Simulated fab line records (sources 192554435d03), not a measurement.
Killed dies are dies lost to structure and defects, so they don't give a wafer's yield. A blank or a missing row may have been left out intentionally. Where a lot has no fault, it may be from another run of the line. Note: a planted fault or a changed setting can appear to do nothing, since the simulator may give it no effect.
Comparing a struck lot with a sound one / flow n5-finfet / 16 steps out of a route of 1938
Sound: the wafers L387.2, L387.4, L387.6. Struck: wafer L388.6; the same lot's L388.1 was not struck, so it is left out; see the end for the cause.
For every step that has rows: the tool of each side, followed by ch and its chambers, followed by its first start. Under that, the readings that differ: sound wafers / struck wafers / difference of the means / sigmas: that difference in standard deviations of wafers without a fault.
alike: words and numbers the same on both sides, and readings whose means are apart by under 2 such deviations; not compared: readings that were withheld, readings missing a value for some wafer, numbers with overlapping values and no deviation given by the record, and bounds like >300 which may hide the same value.
Wherever a step has rows on one side only, a row that says differs or no value, or a row with sigmas, the two part there. Numbers that have no deviation but don't overlap get no sigmas and don't part them. A reading that every wafer of one side lacks parts them only if that side has two wafers or more.

first, 3 steps without rows for these wafers: N5_FIN_SAQP_EXPOSE_13 (exposes mask FIN CORE, target cd 35.6 nm); N5_FIN_SAQP_PEB_14 (peb time 60 s); N5_FIN_SAQP_DEVELOP_15 (develop time 30 s).
N5_FIN_SAQP_CD_MEAS_16 targets a cd of 35.6 nm.
  sound on cd-sem-03 ch 0, day 2 17:06; struck on cd-sem-02 ch 0, day 2 23:09
reading=cd-nm (nm); sound=35.9 35.8 36.2; struck=35.1; difference=-0.9; sigmas=-2
N5_FIN_SAQP_OVL_MEAS_17:
  sound on overlay-01 ch 0, day 2 17:08; struck on overlay-02 ch 0, day 2 23:11
  alike: FIN_CORE_OVL
N5_FIN_SAQP_INSPECT_18: inspects for defects (brightfield).
  sound on defect-inspect-02 at day 2 17:10; struck on defect-inspect-02 at day 2 23:13
  alike: raw-defect-count
N5_FIN_SAQP_DESCUM_21: chemistry O2, time 7.9 s.
  sound on rie-diel-03 ch 0,1,3, day 2 17:12; struck on rie-diel-05 ch 2, day 2 23:14
reading=throttle-valve-pct (%); sound=20.51 20.75 20.22; struck=20.97; difference=+0.48; sigmas=+2
  alike: drypump-motor-current-A, oes-product-au, rf-vpp-V, showerhead-plenum-p-Torr
  not compared: rf-hours-counter-h
N5_FIN_SAQP_ETCH_51: etches SiARC in CF4, target depth 45.5 nm, time 75.8 s.
  sound on rie-diel-03 ch 0,1,3, day 2 17:14; struck on rie-diel-05 ch 2, day 2 23:17
reading=throttle-valve-pct (%); sound=15.82 15.92 15.37; struck=16.29; difference=+0.59; sigmas=+2
  alike: drypump-motor-current-A, etch-rf-on-time-s, oes-product-au, rf-vpp-V, showerhead-plenum-p-Torr
  not compared: rf-hours-counter-h
N5_FIN_SAQP_ETCH_52: etches SOC in N2/H2, target depth 100 nm, overetch 20 nm, time 150 s.
  sound on rie-diel-03 ch 0,1,3, day 2 17:17; struck on rie-diel-05 ch 2, day 2 23:20
reading=throttle-valve-pct (%); sound=17.8 18.1 17.6; struck=18.7; difference=+0.9; sigmas=+3
  alike: drypump-motor-current-A, oes-product-au, rf-vpp-V, showerhead-plenum-p-Torr
  not compared: rf-hours-counter-h
then, 1 step without rows for these wafers: N5_FIN_SAQP_STRIP_53 (strips in N2/H2).
N5_FIN_SAQP_HM_OPEN_73: chemistry CHF3/O2, target SiO2, stops on a-Si, target depth 12 nm, time 16.8 s.
  sound on rie-diel-03 ch 0,1,3, day 2 17:23; struck on rie-diel-05 ch 2, day 2 23:26
  alike: drypump-motor-current-A, oes-product-au, rf-vpp-V, showerhead-plenum-p-Torr, throttle-valve-pct
  not compared: rf-hours-counter-h
then, 1 step without rows for these wafers: N5_FIN_SAQP_STRIP_74 (strips in CHF3/O2).
N5_FIN_SAQP_MANDREL_ETCH_22: etches a-Si in HBr/Cl2, stops on SiNx, target depth 60 nm, bt time 10 s, time 30 s.
  sound on rie-si-02 ch 1,2,3, day 2 17:29; struck on rie-si-03 ch 3, day 2 23:32
reading=model.SOC_of_FIN_SAQP_COAT_49.thk-nm (nm); sound=75.93 75.51 75.23; struck=79.97; difference=+4.41; sigmas=
  alike: drypump-motor-current-A, oes-product-au, throttle-valve-pct
  not compared: rf-hours-counter-h
N5_FIN_SAQP_STRIP_55: strips in N2/H2.
  sound on rie-diel-01 ch 0,1,2, day 2 17:38; struck on rie-diel-03 ch 2, day 2 23:38
  alike: drypump-motor-current-A, oes-product-au, rf-vpp-V, showerhead-plenum-p-Torr, throttle-valve-pct
  not compared: rf-hours-counter-h
-- the record jumps here: 6 days lie between the struck wafers' starts before and after (it left off in module FIN_SAQP and takes up again in module BEOL_M4, whose first step shown is number 1111 of the route) --
N5_BEOL_M4_RC_MEAS_101:
  sound on prober-02 ch 0, day 9 06:36; struck on prober-02 ch 0, day 9 08:47
  alike: DIBL_N, DIBL_P, IOFF_N, IOFF_P, ION_N, ION_P, SS_N, SS_P, VT_N, VT_P
-- record jumps: 5 days separate the struck wafers' starts on either side; left off in module BEOL_M4, taken up again in module PASSIVATION, whose first shown step is the route's number 1936 --
N5_PASSIVATION_PROBE_49:
  only the struck wafers here have rows in the record (prober-01, day 14 10:22); the sound ones have none

WHERE THEY PART
First at N5_FIN_SAQP_CD_MEAS_16; last, within this record, at N5_PASSIVATION_PROBE_49.

WHY: what the simulator had put in
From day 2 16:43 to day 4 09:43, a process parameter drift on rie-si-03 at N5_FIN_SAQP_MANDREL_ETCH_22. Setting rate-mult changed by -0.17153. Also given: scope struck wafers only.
